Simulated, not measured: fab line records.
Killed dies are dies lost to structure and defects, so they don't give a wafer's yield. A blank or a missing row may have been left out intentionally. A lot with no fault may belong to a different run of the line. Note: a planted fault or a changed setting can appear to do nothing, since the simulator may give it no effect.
Matching of chambers ; flow nand-harc ; ald-metal-03 running NHARC_A_WL_FILL_ALD_02: 4 sister chambers
The step deposits TiN, target thk 2 nm, pulse time 3 s, ald cycles 100. 22 wafers are shown with their chamber, then 11 later ones without.

== WAFERS PAIRED WITH THEIR CHAMBERS ==
wafer;chamber;heater-power-w (W);heater-power-outer-w (W);precursor-pulse-height-rel
L075.1;3;1236;800;1.013
L075.3;0;1604;954;0.964
L075.5;3;1237;784;1.004
L076.2;1;1003;679;1.002
L076.4;2;1188;788;1.034
L076.5;3;1256;793;0.970
L081.3;2;1230;766;1.009
L081.4;0;1598;991;1.033
L081.5;1;1001;697;0.968
L084.3;1;1012;687;0.985
L084.4;2;1262;794;1.003
L084.6;1;1028;682;0.987
L085.1;2;1239;794;0.983
L085.5;1;994;692;0.959
L085.6;2;1261;758;0.998
L086.1;1;1002;680;1.013
L086.4;2;1261;807;1.033
L086.5;2;1239;775;1.006
L087.2;2;1237;782;0.985
L087.3;3;1256;806;1.001
L087.5;0;1676;971;1.006
L088.1;1;1022;672;0.971

SIGNATURES (means of the wafers above)
reading;chamber 0;chamber 1;chamber 2;chamber 3;scatter within a chamber
heater-power-w;1626.00;1008.86;1239.62;1246.25;22.7
heater-power-outer-w;972.00;684.14;783.00;795.75;13.3
precursor-pulse-height-rel;1.00100;0.98357;1.00638;0.99700;0.0214
Rule: a wafer lies at a distance from a chamber equal to the root of the sum of squares, over the readings, of (its reading less the chamber's mean, divided by the reading's scatter). The wafer belongs to the nearest chamber; if the next one is less than 2 further off, it can't be placed. The scatter is the square root of a quotient: the sum, over the shown wafers, of each reading's squared deviation from its chamber's mean, divided by wafers minus chambers.

== WAFERS WITH NO CHAMBER GIVEN ==
wafer;heater-power-w (W);heater-power-outer-w (W);precursor-pulse-height-rel
L088.3;1279;802;1.013
L088.4;1242;801;0.996
L094.3;1246;811;1.024
L094.4;1004;689;1.001
L094.5;1637;1009;1.019
L095.2;1047;717;1.030
L095.4;1332;786;1.012
L095.6;1677;974;0.958
L097.1;1297;791;0.985
L097.4;1288;793;0.991
L097.5;1273;807;1.051

== THE CHAMBER EACH PASSED THROUGH ==
wafer;from the rows above;in truth
L088.3;can't be placed: 3 or 2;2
L088.4;can't be placed: 3 or 2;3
L094.3;can't be placed: 3 or 2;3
L094.4;1;1
L094.5;0;0
L095.2;1;1
L095.4;can't be placed: 3 or 2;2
L095.6;0;0
L097.1;can't be placed: 3 or 2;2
L097.4;can't be placed: 3 or 2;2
L097.5;can't be placed: 3 or 2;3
Placed correctly: 4 of 11. From these rows, 7 cannot be placed; in 7 the true chamber is one of the candidates. Wrongly placed: 0.
